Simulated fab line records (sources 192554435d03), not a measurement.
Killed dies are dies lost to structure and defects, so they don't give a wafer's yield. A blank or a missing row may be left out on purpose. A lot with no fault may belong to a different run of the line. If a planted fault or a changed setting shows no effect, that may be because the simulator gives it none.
The tool behind it: which one?    flow n5Finfet    Sampling: 11 lots, 33 wafers, 4 of 1938 route steps

== WHAT THE GAUGES SHOWED, per wafer ==
N5_BEOL_M7_CD_MEAS_35 targets a cd of 40 nm. Usual: 39.8 nm for cdNm, sd 0.43.
lot   measured      on        cdNm (nm)       flag
L491  day 9 01:26   cdSem-02  39.0 39.7 39.5  
L495  day 10 02:13  cdSem-01  40.0 40.5 40.5  
L498  day 10 10:35  cdSem-03  39.7 39.6 39.9  
L499  day 11 10:33  cdSem-02  39.5 40.0 40.2  
L503  day 12 01:09  cdSem-02  39.9 39.6 40.1  
L505  day 12 14:40  cdSem-02  40.7 39.8 40.1  
L507  day 12 17:19  cdSem-03  39.7 39.5 39.5  
L506  day 12 17:25  cdSem-02  40.3 39.4 40.5  
L508  day 13 19:23  cdSem-03  39.9 39.6 39.7  
L511  day 14 18:58  cdSem-02  39.5 40.1 39.8  
L512  day 15 05:47  cdSem-02  40.5 40.3 40.6  

N5_BEOL_M8_THK_MEAS_01. Usual: M8_ILD_THK gives 155.1 nm (standard deviation 1.9).
lot   measured      on            M8_ILD_THK (nm)    flag
L491  day 9 04:29   filmMetro-01  152.3 150.3 154.2  
L495  day 10 05:15  filmMetro-01  151.2 152.7 157.0  
L498  day 10 14:11  filmMetro-02  153.2 157.0 157.7  
L499  day 11 13:25  filmMetro-02  153.3 154.6 156.4  
L503  day 12 06:45  filmMetro-01  166.7 158.1 156.9  
L505  day 12 19:40  filmMetro-02  153.8 156.5 155.3  
L507  day 12 20:26  filmMetro-01  156.6 156.5 157.1  
L506  day 12 20:53  filmMetro-02  155.4 157.7 157.3  
L508  day 13 22:32  filmMetro-01  158.1 157.1 157.3  
L511  day 14 22:26  filmMetro-02  153.8 157.3 154.3  
L512  day 15 09:55  filmMetro-01  152.3 157.2 153.8  

== WHICH TOOL RAN EACH LOT (tool, then ch and the chambers of the sampled wafers, then the start) ==
lot   N5_BEOL_M7_DEGAS_44          N5_BEOL_M8_ILD_DEP_00
L491  pvdSputter-03, day 9 01:48   pecvd-04 ch 1,2, day 9 03:24
L495  pvdSputter-03, day 10 02:39  pecvd-04 ch 0,1,2, day 10 04:40
L498  pvdSputter-02, day 10 12:00  pecvd-03 ch 0,2, day 10 13:37
L499  pvdSputter-03, day 11 10:58  pecvd-03 ch 0,1,2, day 11 12:50
L503  pvdSputter-02, day 12 04:23  pecvd-04 ch 0,1,2, day 12 06:10
L505  pvdSputter-03, day 12 15:06  pecvd-03 ch 0,1,2, day 12 19:05
L507  pvdSputter-02, day 12 17:45  pecvd-02 ch 1,2, day 12 19:52
L506  pvdSputter-03, day 12 17:54  pecvd-03 ch 1,2, day 12 20:19
L508  pvdSputter-03, day 13 20:16  pecvd-03 ch 0,2, day 13 21:57
L511  pvdSputter-01, day 14 19:31  pecvd-02 ch 0,1, day 14 21:50
L512  pvdSputter-03, day 15 06:14  pecvd-03 ch 0,1,2, day 15 09:20
- N5_BEOL_M7_DEGAS_44: time 60 s.
- N5_BEOL_M8_ILD_DEP_00: deposits SiCOH lowk from DEMS/porogen, target thk 179.75 nm, time 33.4 s.

== WHAT THE TOOLS THEMSELVES READ (means of the sampled wafers that have a number; where no wafer has one, the mark that the record gives instead) ==
N5_BEOL_M7_DEGAS_44. Usual: 335 W for heaterPowerW, sd 37.
lot   tool           heaterPowerW (W)  flag
L491  pvdSputter-03  325               
L495  pvdSputter-03  343               
L498  pvdSputter-02  350               
L499  pvdSputter-03  324               
L503  pvdSputter-02  351               
L505  pvdSputter-03  353               
L507  pvdSputter-02  326               
L506  pvdSputter-03  353               
L508  pvdSputter-03  349               
L511  pvdSputter-01  318               
L512  pvdSputter-03  355               

N5_BEOL_M8_ILD_DEP_00. Usual: heaterPowerW 300 W, standard deviation 45; rfFwdPowerW 494.9 W, standard deviation 2.3; showerheadPlenumPTorr 5.745 Torr, standard deviation 0.015; susceptorTempC 300.00 C, standard deviation 0.18; throttleValvePct 14.1 %, standard deviation 0.57.
lot   tool      heaterPowerW (W)  rfFwdPowerW (W)  showerheadPlenumPTorr (Torr)  susceptorTempC (C)  throttleValvePct (%)  flag
L491  pecvd-04  362               497.1            5.721                         299.91              13.9                  
L495  pecvd-04  315               493.4            5.728                         300.30              14.1                  
L498  pecvd-03  237               495.4            5.744                         300.03              14.3                  
L499  pecvd-03  281               494.9            5.754                         300.02              14.5                  
L503  pecvd-04  291               495.2            5.727                         296.05              14.1                  OFF
L505  pecvd-03  267               495.8            5.752                         300.13              14.4                  
L507  pecvd-02  267               495.6            5.749                         299.97              13.6                  
L506  pecvd-03  302               495.9            5.759                         299.94              13.8                  
L508  pecvd-03  257               496.1            5.746                         299.95              14.4                  
L511  pecvd-02  301               495.0            5.761                         299.88              13.6                  
L512  pecvd-03  286               494.5            5.752                         300.00              14.5                  

== THE ANSWER, worked out from the rows above alone ==
Rule: a lot is off if the mean of its wafers that have a number lies more than 3 standard deviations from the usual mean. A lot without any number at a reading at which 4 lots or more have one is off too. All remaining lots with rows at the step are treated as sound. The gauges are gone through in route order, then the tools' own readings, and for those a lot's mean is taken as printed above. The first step at which some lot is off is used, and at that step the reading that is off furthest; a lot without a number counts as furthest.
Off at N5_BEOL_M8_ILD_DEP_00 (susceptorTempC): L503.
If a tool, at that step or one of the process steps before it, ran each lot that is off and ran no sound lot following the first of them, it fits. One fits: N5_BEOL_M8_ILD_DEP_00 on pecvd-04. Its last sound lot is L495 (day 10 04:40), its first lot that is off L503 (day 12 06:10): a fault that began between those two fits.
The tool's own readings at N5_BEOL_M8_ILD_DEP_00 bear it out: on the lots that are off they differ by more than 5 times the standard deviation of the sound lots' means. susceptorTempC reads 296.05 C there against 300.01 C on the sound lots.

== WHAT THE SIMULATOR HAD INSERTED ==
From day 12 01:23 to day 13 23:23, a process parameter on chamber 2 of pecvd-04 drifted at N5_BEOL_M8_ILD_DEP_00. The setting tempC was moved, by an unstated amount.
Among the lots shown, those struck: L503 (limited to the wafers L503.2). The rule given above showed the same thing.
